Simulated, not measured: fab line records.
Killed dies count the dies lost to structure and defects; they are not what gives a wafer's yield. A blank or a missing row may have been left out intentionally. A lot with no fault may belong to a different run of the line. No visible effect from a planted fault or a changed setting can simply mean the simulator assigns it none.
fab line records	flow nandHarc
record lots=6	wafers=18	lastDay=23
route steps=1159 shown A_SLIT@797 A_SIN_REMOVE@804 A_WL_FILL@809 END@1159
lots that met no fault: taken from a fault-free run of the same line
startH: the number of hours between the record's first day and the start of the first shown wafer of the lot	waitH: hours elapsed since this lot's preceding step	" as in the row above	L1.1+2: a single row standing in for several wafers	- no value present, or no start provided	* or withheld: withheld	< > ~ a bound
route shown NAME@n: NAME is a module with steps in the file, n the number in the route of the first one	usual: mean and standard deviation over wafers with no fault	same: alike in all rows	chamber/n: place in a boat	sites: readings site by site	_std_site: the values' standard deviation	_edge_site: the outer-site mean with the inner-site mean subtracted	radiusMm: how far each site lies from the wafer's centre	mask NAME#n: copy n	behind: tool/chamber where the wafer was last shaped	hold: the reason the lot was held/the length of the hold in hours/how it ended	device: which transistor (n, p or np) failed to switch	end of line: the same wafers' tests at the end of the route	where a step has no rows: the recipe by itself	killed: the dies lost at the first sort to structure and to defects; this is not the yield of the wafer	map: the dies of a wafer, with x for killed, . for not killed, _ for no die there
set.NAME: setting as actually run; set.NAME@STEP: the setting as run at that earlier step	model.NAME: the simulator's own value behind a step, which no gauge read
lots at selected steps of the route; one table per step, one row per wafer
services: a tool's chamber out of use, with start hour (startH, from the record's first day; less than 0 if before it), hours out, and reason
## steps
# step NHARC_A_SLIT_ETCH_26
# recipe biasV=400	sourceW=2000	pressureMtorr=25	timeS=90	arFlowSccm=375	c4f8FlowSccm=41.7	o2FlowSccm=83.3	targetDepthA=4000	chemistry=C4F8/O2/Ar
# usual drypumpMotorCurrentA=6.1/0.37	showerheadPlenumPTorr=3.82/0.045	throttleValvePct=27.621/0.0095
# same timeS=90
lot.wafer	tool	chamber	startH	waitH	drypumpMotorCurrentA	rfHoursCounterH	showerheadPlenumPTorr	throttleValvePct
L856.1	harEtch-01	1	331.95	1.3	6.2	7	3.83	27.626
L856.2	"	0	"	"	6.5	7	3.77	27.618
L856.5	"	0	"	"	6.5	-	3.76	27.627
L854.1	harEtch-02	1	333.47	1.2	6.2	175	3.88	27.613
L854.3	"	1	"	"	6.2	-	3.88	27.617
L854.5	"	1	"	"	6.2	-	3.88	27.640
L860.2	harEtch-01	0	363.67	1.2	6.5	19	3.76	27.609
L860.3	"	1	"	"	6.2	-	3.82	27.616
L860.5	"	0	"	"	6.5	-	3.76	27.623
L863.2	harEtch-01	1	377.15	1.0	6.2	21	3.82	27.609
L863.3	"	1	"	"	6.3	-	3.82	27.622
L863.5	"	0	"	"	6.5	-	3.76	27.611
L864.2	harEtch-01	1	410.04	1.0	6.2	37	3.81	27.617
L864.4	"	0	"	"	6.5	-	3.75	27.612
L864.5	"	0	"	"	6.5	-	3.75	27.606
L871.1	harEtch-01	0	420.74	1.3	6.5	44	3.74	27.621
L871.4	"	0	"	"	6.5	-	3.74	27.632
L871.5	"	1	"	"	6.2	-	3.81	27.624
# step NHARC_A_SLIT_STRIP_28
# recipe o2FlowSccm=400	cosFlowSccm=20	arFlowSccm=0	biasW=0	chemistry=O2/COS
# step NHARC_A_SLIT_ETCH_29
# recipe targetDepthA=1000	overetchA=100	timeS=55	ionEnergyEv=100	cf4FlowSccm=80	o2FlowSccm=20	arFlowSccm=0	rfW=300	biasW=100	chemistry=CF4/O2
# step NHARC_A_SLIT_STRIP_18
# recipe o2FlowSccm=500	arFlowSccm=0	biasW=0	chemistry=O2
# step NHARC_A_SLIT_PRECLEAN_19
# recipe timeS=*	tempC=50	bathAgeMin=0	chemistry=SC1
# step NHARC_A_SLIT_SRD_20
# step NHARC_A_SLIT_CD_MEAS_21
# usual cdNm=289.7/0.7
lot.wafer	tool	chamber	startH	waitH	cdNm
L856.1	cdSem-01	-	333.10	-	289.3
L856.2	"	-	"	"	289.8
L856.5	"	-	"	"	289.3
L854.1	cdSem-01	-	334.73	-	289.7
L854.3	"	-	"	"	288.8
L854.5	"	-	"	"	289.6
L860.2	cdSem-03	-	364.82	-	288.3
L860.3	"	-	"	"	288.5
L860.5	"	-	"	"	288.7
L863.2	cdSem-03	-	378.27	-	289.6
L863.3	"	-	"	"	289.9
L863.5	"	-	"	"	289.6
L864.2	cdSem-02	-	411.16	-	290.2
L864.4	"	-	"	"	289.3
L864.5	"	-	"	"	290.2
L871.1	cdSem-03	-	421.89	-	290.6
L871.4	"	-	"	"	289.7
L871.5	"	-	"	"	289.7
# step NHARC_A_SIN_REMOVE_WET_00
# recipe tempC=160	timeS=15300	chemistry=H3PO4
# step NHARC_A_SIN_REMOVE_PRECLEAN_01
# recipe timeS=*	tempC=50	bathAgeMin=0	chemistry=SC1
# step NHARC_A_SIN_REMOVE_SRD_02
# step NHARC_A_SIN_REMOVE_INSPECT_04
# usual rawDefectCount=297/88
lot.wafer	tool	chamber	startH	waitH	rawDefectCount
L856.1	defectInspect-02	-	340.63	0.0	170
L856.2	"	-	"	"	199
L856.5	"	-	"	"	154
L854.1	defectInspect-01	-	340.68	0.0	407
L854.3	"	-	"	"	292
L854.5	"	-	"	"	285
L860.2	defectInspect-02	-	372.49	0.0	159
L860.3	"	-	"	"	157
L860.5	"	-	"	"	196
L863.2	defectInspect-01	-	386.00	0.1	498
L863.3	"	-	"	"	209
L863.5	"	-	"	"	384
L864.2	defectInspect-01	-	418.88	0.0	280
L864.4	"	-	"	"	286
L864.5	"	-	"	"	312
L871.1	defectInspect-01	-	427.43	0.0	282
L871.4	"	-	"	"	304
L871.5	"	-	"	"	254
# step NHARC_A_WL_FILL_ALD_00
# recipe targetThkA=30	pulseTimeS=3	aldCycles=30	tempC=300	material=Al2O3
# usual heaterPowerW=486/56	precursorPulseHeightRel=1.002/0.021
lot.wafer	tool	chamber	startH	waitH	heaterPowerW	precursorPulseHeightRel
L856.1	aldHk-03	3	340.86	0.2	501	1.016
L856.2	"	2	"	"	423	1.025
L856.5	"	3	"	"	510	0.973
L854.3	aldHk-03	2	341.05	0.4	422	1.032
L854.1	"	0	"	"	502	0.990
L854.5	"	2	"	"	421	1.006
L860.2	aldHk-01	0	372.61	0.1	461	1.036
L860.3	"	2	"	"	542	0.993
L860.5	"	3	"	"	455	1.002
L863.2	aldHk-01	1	386.25	0.3	421	0.977
L863.3	"	3	"	"	475	1.002
L863.5	"	1	"	"	416	1.004
L864.2	aldHk-03	2	418.97	0.1	422	1.006
L864.4	"	3	"	"	520	1.013
L864.5	"	2	"	"	410	0.995
L871.1	aldHk-03	0	427.49	0.1	514	0.985
L871.4	"	2	"	"	426	0.982
L871.5	"	1	"	"	549	1.020
# step NHARC_A_WL_FILL_RTA_01
# recipe tempC=1000	timeS=5
# usual lampPowerPct=28.5/1.7	lamp_zone_7_pct=28.9/1.7	wafer_temp_C_max=1004.5/2.1
# same timeS=5
lot.wafer	tool	chamber	startH	waitH	lampPowerPct	lamp_zone_7_pct	wafer_temp_C_max
L856.1	rtpAnneal-01	0	341.54	-	30.0	30.5	1006.0
L856.2	"	0	"	"	30.0	30.5	1004.9
L856.5	"	0	"	"	30.0	30.5	1006.1
L854.1	rtpAnneal-01	0	341.88	-	30.1	30.5	1006.1
L854.3	"	0	"	"	30.0	30.5	1006.6
L854.5	"	0	"	"	30.1	30.5	1003.6
L860.2	rtpAnneal-01	0	373.02	0.4	30.0	30.5	1004.9
L860.3	"	0	"	"	30.0	30.5	1008.2
L860.5	"	0	"	"	30.0	30.5	1005.3
L863.2	rtpAnneal-02	0	386.55	-	26.6	27.0	1002.0
L863.3	"	0	"	"	26.6	27.0	1003.0
L863.5	"	0	"	"	26.6	27.0	1002.3
L864.2	rtpAnneal-02	0	419.23	-	26.6	27.1	1003.1
L864.4	"	0	"	"	26.6	27.0	1002.4
L864.5	"	0	"	"	26.6	27.0	1002.2
L871.1	rtpAnneal-02	0	427.84	-	26.6	27.0	1002.5
L871.4	"	0	"	"	26.5	27.0	1001.5
L871.5	"	0	"	"	26.6	27.0	1002.3
# step NHARC_A_WL_FILL_ALD_02
# recipe targetThkA=20	pulseTimeS=3	aldCycles=100	tempC=450	material=TiN
# usual heaterPowerW=1096/100	precursorPulseHeightRel=1.000/0.018
lot.wafer	tool	chamber	startH	waitH	heaterPowerW	precursorPulseHeightRel
L856.2	aldMetal-03	1	342.00	0.3	1191	0.996
L856.1	"	2	"	"	967	1.027
L856.5	"	0	"	"	1082	0.983
L854.1	aldMetal-04	1	342.16	0.2	1075	0.975
L854.3	"	2	"	"	1272	1.005
L854.5	"	0	"	"	1145	1.020
L860.2	aldMetal-01	2	373.20	0.2	936	1.031
L860.3	"	3	"	"	1171	1.018
L860.5	"	3	"	"	1152	0.997
L863.3	aldMetal-04	0	386.78	0.2	1130	0.951
L863.2	"	1	"	"	1086	0.997
L863.5	"	3	"	"	1241	1.013
L864.4	aldMetal-01	3	419.49	0.2	1150	1.031
L864.2	"	0	"	"	991	0.980
L864.5	"	2	"	"	915	0.997
L871.1	aldMetal-01	3	428.11	0.2	1135	1.001
L871.5	"	1	"	"	1162	0.985
L871.4	"	3	"	"	1121	0.995
# step NHARC_A_WL_FILL_CVD_03
# recipe targetThkA=400	tempC=300	pressureTorr=40	wf6FlowSccm=40	h2FlowSccm=1600	arFlowSccm=1560	timeS=3302	material=W
# step NHARC_A_WL_FILL_ETCHBACK_04
# recipe targetDepthA=600	timeS=120	chemistry=NF3
# step NHARC_A_WL_FILL_ETCHBACK_05
# recipe targetDepthA=220	timeS=60	tempC=40	chemistry=Cl2/BCl3
# step NHARC_A_WL_FILL_STRIP_27
# recipe powerW=1500	tempC=250	timeS=20	chemistry=N2/H2
# step NHARC_A_WL_FILL_STRIP_28
# recipe timeS=1200	tempC=72.5	chemistry=postEtchResidueRemover
# step NHARC_A_WL_FILL_PRECLEAN_06
# recipe timeS=300	chemistry=DIW
# step NHARC_A_WL_FILL_SRD_07
# step NHARC_A_WL_FILL_ANNEAL_08
# recipe tempC=450	timeS=1800
# step NHARC_A_WL_FILL_ALD_10
# recipe targetThkA=500	pulseTimeS=10	aldCycles=500	tempC=300	material=SiO2
# step NHARC_A_WL_FILL_ETCHBACK_16
# recipe targetDepthA=880	timeS=17.6	c4f8FlowSccm=withheld	o2FlowSccm=8	arFlowSccm=withheld	rfW=600	biasW=800	chemistry=C4F8/O2/Ar
# usual oesProductAu=0.985/0.029	rfVppV=726/3.4
# same timeS=17.6
lot.wafer	tool	chamber	startH	waitH	oesProductAu	rfHoursCounterH	rfVppV
L856.1	rieDiel-13	2	-	-	0.988	2.5	728
L856.2	"	3	"	"	1.006	2.4	731
L856.5	"	2	"	"	0.998	-	727
L854.3	rieDiel-13	0	-	-	0.994	2.8	729
L854.1	"	1	"	"	1.003	2.9	720
L854.5	"	1	"	"	1.010	-	721
L860.2	rieDiel-03	2	-	-	0.994	10.9	724
L860.3	"	0	"	"	0.998	9.7	723
L860.5	"	2	"	"	0.994	-	725
L863.2	rieDiel-02	2	-	-	0.995	1.5	726
L863.3	"	0	"	"	1.004	1.6	723
L863.5	"	1	"	"	1.002	-	727
L864.2	rieDiel-02	2	-	-	0.930	2.3	726
L864.4	"	0	"	"	0.920	2.3	722
L864.5	"	2	"	"	0.924	-	727
L871.1	rieDiel-02	3	-	-	0.994	2.3	720
L871.4	"	2	"	"	0.993	2.4	726
L871.5	"	3	"	"	0.995	-	720
# step NHARC_A_WL_FILL_STRIP_29
# recipe timeS=20	o2FlowSccm=500	arFlowSccm=0	biasW=0	chemistry=O2
# usual drypumpMotorCurrentA=6.1/0.35	oesProductAu=1.000/0.0077	rfVppV=58.1/0.81	showerheadPlenumPTorr=3.63/0.12	throttleValvePct=17.037/0.0088
# same timeS=20
lot.wafer	tool	chamber	startH	waitH	drypumpMotorCurrentA	oesProductAu	rfHoursCounterH	rfVppV	showerheadPlenumPTorr	throttleValvePct
L856.2	rieDiel-13	2	357.00	0.1	6.1	0.999	2.5	59.2	3.70	17.028
L856.1	"	3	"	"	6.1	1.001	2.4	58.5	3.78	17.039
L856.5	"	2	"	"	6.1	0.996	-	58.7	3.70	17.048
L854.1	rieDiel-13	3	361.15	0.1	6.1	1.010	2.6	57.4	3.78	17.047
L854.3	"	2	"	"	6.1	1.000	2.7	58.9	3.70	17.050
L854.5	"	0	"	"	6.8	0.996	-	58.8	3.75	17.035
L860.3	rieDiel-03	1	389.59	0.1	6.2	1.007	10.8	58.1	3.60	17.035
L860.2	"	2	"	"	6.0	1.007	10.9	58.0	3.60	17.030
L860.5	"	3	"	"	6.1	1.003	-	58.8	3.77	17.032
L863.2	rieDiel-02	0	402.17	0.1	5.7	0.999	1.6	56.6	3.50	17.032
L863.3	"	2	"	"	5.5	0.995	1.5	57.0	3.64	17.021
L863.5	"	3	"	"	6.6	1.002	-	57.8	3.41	17.038
L864.2	rieDiel-02	1	436.48	0.1	6.1	1.008	2.4	57.8	3.64	17.034
L864.4	"	2	"	"	5.5	0.991	2.3	58.4	3.64	17.041
L864.5	"	2	"	"	5.5	1.014	-	57.6	3.64	17.051
L871.1	rieDiel-02	1	442.67	0.1	6.1	1.002	2.5	57.5	3.64	17.039
L871.4	"	3	"	"	6.6	1.003	2.4	56.9	3.41	17.033
L871.5	"	0	"	"	5.7	0.999	-	57.1	3.50	17.036
# step NHARC_A_WL_FILL_ETCHBACK_17
# recipe targetDepthA=40	timeS=26.7	chemistry=Cl2/BCl3
# step NHARC_A_WL_FILL_PRECLEAN_18
# recipe timeS=30	chemistry=dHF
# step NHARC_A_WL_FILL_SRD_21
# step NHARC_A_WL_FILL_CVD_23
# recipe targetThkA=400	tempC=620	pressureMtorr=200	timeS=800	material=poly-Si
# step NHARC_A_WL_FILL_ETCHBACK_26
# recipe targetDepthA=520	timeS=13.3	hbrFlowSccm=150	rfW=350	icpW=350	biasW=60	chemistry=HBr
# step NHARC_A_WL_FILL_PRECLEAN_30
# recipe timeS=10	chemistry=dHF
# step NHARC_A_WL_FILL_SRD_14
# step NHARC_A_WL_FILL_ALD_19
# recipe targetThkA=20	pulseTimeS=3	aldCycles=100	tempC=450	material=TiN
# step NHARC_A_WL_FILL_CVD_20
# recipe targetThkA=750	tempC=300	pressureTorr=40	wf6FlowSccm=40	h2FlowSccm=1600	arFlowSccm=1560	timeS=5064	material=W
# step NHARC_A_WL_FILL_CMP_12
# recipe tOverpolishS=30	targetThkNm=75
# step NHARC_A_WL_FILL_SRD_31
# step NHARC_END_SORT_01
# recipe tempC=25
# usual killedAtArray=27/11	killedAtOther=0.7/0.93	killedAtPeriphery=2.9/1.9	killedDies=30/11	killedOpen=3.1/1.7	killedShort=1.9/1.3
# same grossDies=677
lot.wafer	tool	chamber	startH	waitH	killedAtArray	killedAtOther	killedAtPeriphery	killedDies	killedOpen	killedShort
L854.1	prober-01	0	444.39	2.5	31	0	5	36	3	0
L854.3	prober-01	0	445.99	3.1	54	0	5	59	8	3
L854.5	prober-01	0	447.58	3.7	38	0	5	43	1	3
L863.2	prober-01	0	490.84	2.8	31	1	1	33	3	1
L864.2	prober-01	0	523.82	2.8	115	0	0	115	3	2
L864.4	prober-01	0	525.44	3.4	22	0	2	24	5	3
L864.5	prober-01	0	526.25	3.7	119	0	2	121	3	1
L871.4	prober-01	0	559.76	3.4	113	0	3	116	2	3
# killed by level:class
L854.1 A_CHANNEL_HOLE_D1:chamberFilmFlake=15 A_SLIT:chamberFilmFlake=8 A_STAIRCASE:chamberFilmFlake=7 P_STI:chamberFilmFlake=3 P_CONTACT:geometricParticle:open=1 P_M0:geometricParticle:open=1 A_CONTACT:geometricParticle:open=1
L854.3 A_CHANNEL_HOLE_D1:chamberFilmFlake=26 A_SLIT:chamberFilmFlake=12 A_STAIRCASE:chamberFilmFlake=5 A_WL_FILL:geometricParticle:open=2 A_M0:geometricParticle:open=2 P_GATE:chamberFilmFlake=2 A_CONTACT:chamberFilmFlake=2 P_GATE:geometricParticle:open=1
L854.5 A_CHANNEL_HOLE_D1:chamberFilmFlake=17 A_SLIT:chamberFilmFlake=11 P_GATE:chamberFilmFlake=3 A_STAIRCASE:chamberFilmFlake=3 A_CONTACT:chamberFilmFlake=3 P_STI:chamberFilmFlake=2 A_ONON_D1:geometricParticle:short=1 A_CHANNEL_FILL_D1:geometricParticle:short=1
L863.2 A_CHANNEL_HOLE_D1:chamberFilmFlake=17 A_STAIRCASE:chamberFilmFlake=8 A_CONTACT:chamberFilmFlake=2 P_M0:geometricParticle:open=1 A_CHANNEL_HOLE_D1:geometricParticle:open=1 A_CONTACT:geometricParticle:open=1 A_CONTACT:geometricParticle:short=1 A_BLC:chamberFilmFlake=1
L864.2 A_WL_FILL:unspecified=100 A_CHANNEL_HOLE_D1:chamberFilmFlake=5 A_STAIRCASE:chamberFilmFlake=4 A_CONTACT:geometricParticle:open=2 A_CHANNEL_FILL_D1:geometricParticle:short=1 A_CONTACT:geometricParticle:short=1 A_BLC:geometricParticle:open=1 A_WL_FILL:chamberFilmFlake=1
L864.4 A_CHANNEL_HOLE_D1:chamberFilmFlake=6 A_ZERO_WELL:chamberFilmFlake=3 A_STAIRCASE:chamberFilmFlake=3 A_CONTACT:chamberFilmFlake=3 P_M0:geometricParticle:open=1 A_ONON_D1:geometricParticle:short=1 A_CHANNEL_HOLE_D1:geometricParticle:short=1 A_CHANNEL_FILL_D1:geometricParticle:short=1
L864.5 A_WL_FILL:unspecified=98 A_STAIRCASE:chamberFilmFlake=9 A_CHANNEL_HOLE_D1:chamberFilmFlake=5 P_M1:chamberFilmFlake=2 A_ONON_D1:geometricParticle:open=1 A_CHANNEL_FILL_D1:geometricParticle:short=1 A_CONTACT:geometricParticle:open=1 A_M1:geometricParticle:open=1
L871.4 A_WL_FILL:unspecified=94 A_CHANNEL_HOLE_D1:chamberFilmFlake=10 A_CONTACT:chamberFilmFlake=3 P_M0:chamberFilmFlake=2 P_CONTACT:geometricParticle:short=1 A_ONON_D1:geometricParticle:open=1 A_SGD_CUT:geometricParticle:short=1 A_WL_FILL:geometricParticle:short=1
# map L864.5 (x killed, . not)
____________.____________
_________...x..._________
_______..x.x......_______
______..x..........______
_____.x............._____
____......x.x........____
____.................____
___...................___
___...................___
__.....................__
__...x.................__
_....xx.x..............._
_.xxxxxx.x.............._
_..xxxxxxx...x.....x..x._
_xxxxxxxxx.............._
_.xxxxxxxxx............._
..xxxxxxxxx..............
..xxxxxxxxx..............
..xxxxxxxxx..............
.xxxxxxxxxx..............
..xxxxxxxx...............
_.xxxxxxx.x............._
_..xxxxxxx.............._
_.....xxx.x.x..........._
_......x................_
_.......x.xx............_
__....x.x..x...........__
__........x............__
___...................___
___...................___
____.....x...........____
____.................____
_____..............._____
______.......x.....______
_______..........._______
_________......._________
____________.____________
# map L871.4 (x killed, . not)
____________.____________
_________......._________
_______..........._______
______.............______
_____..............._____
____........x.x......____
____.................____
___...................___
___...................___
__......x..............__
__.x.x..........x......__
_.x.xxxxx..............._
_..xxxx.x..x............_
_..xxxxxxx.x............_
_.xxxxxxxxxx............_
_xxxxxxxxxxx............_
.xxxxxxxxxxxx............
..xxxxxxxxx..............
..xxxxxxxxxx.............
..xxxxxxx.x..............
..xxxxxxxxx..............
_xxxxxxxxx.............._
_...xxx............x...._
_.....x..x.............._
_..........x............_
_......................._
__..............x......__
__.....................__
___...................___
___...................___
____..............x..____
____...x.x...........____
_____.............x._____
______.............______
_______..........._______
_________......._________
____________.____________
## services
tool	chamber	startH	hours	kind
aldMetal-03	-	322.08	10.0	pm
aldHk-03	-	325.57	10.0	pm
rieDiel-02	-	327.70	9.0	pm
rieDiel-02	0	327.70	9.0	ventCycle
rieDiel-02	1	327.70	9.0	ventCycle
rieDiel-02	2	327.70	9.0	ventCycle
rieDiel-02	3	327.70	9.0	ventCycle
rieDiel-02	0	336.70	-	clean
rieDiel-02	1	336.70	-	clean
rieDiel-02	2	336.70	-	clean
rieDiel-02	3	336.70	-	clean
aldMetal-04	-	344.31	0.6	repair
rtpAnneal-01	-	356.48	4.3	repair
rieDiel-02	0	361.20	-	clean
rieDiel-02	1	361.20	-	clean
rieDiel-02	2	361.20	-	clean
rieDiel-02	3	361.20	-	clean
harEtch-01	-	381.77	1.7	repair
rieDiel-03	-	392.30	9.0	pm
aldHk-01	-	406.00	10.0	pm
aldMetal-04	-	406.00	10.0	pm
rieDiel-13	1	407.02	9.5	repair
aldMetal-04	-	417.65	0.9	repair
aldMetal-01	2	424.78	27.9	repair
## key
firstSign step=NHARC_END_SORT_01	reading=killedAtArray	direction=up	sigmas=8.2	usual=27	struck=116
effect step=NHARC_END_SORT_01	reading=killedDies	direction=up	sigmas=7.8	usual=30	struck=117
moreKillsBornAt NHARC_A_WL_FILL_ALD_00@aldHk-03=292
metAt NHARC_A_WL_FILL_ALD_00
struckWafers L864.2,L864.5,L871.4
testerLeftOut L864,L871
onsetBetween 341.05 418.97
fault kind=chamberParticleSource	tool=aldHk-03	chamber=2	onsetH=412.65	steps=NHARC_A_WL_FILL_ALD_00	ratePerVisitCm2=1.6961	endH=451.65
# testerLeftOut: of these lots the tester's yield and bins aren't shown, on N5 and GAA mostly nor the transistor test; their killed dies are dies lost to structure and defects alone, not to doping, threshold or leakage, so they don't give the yield
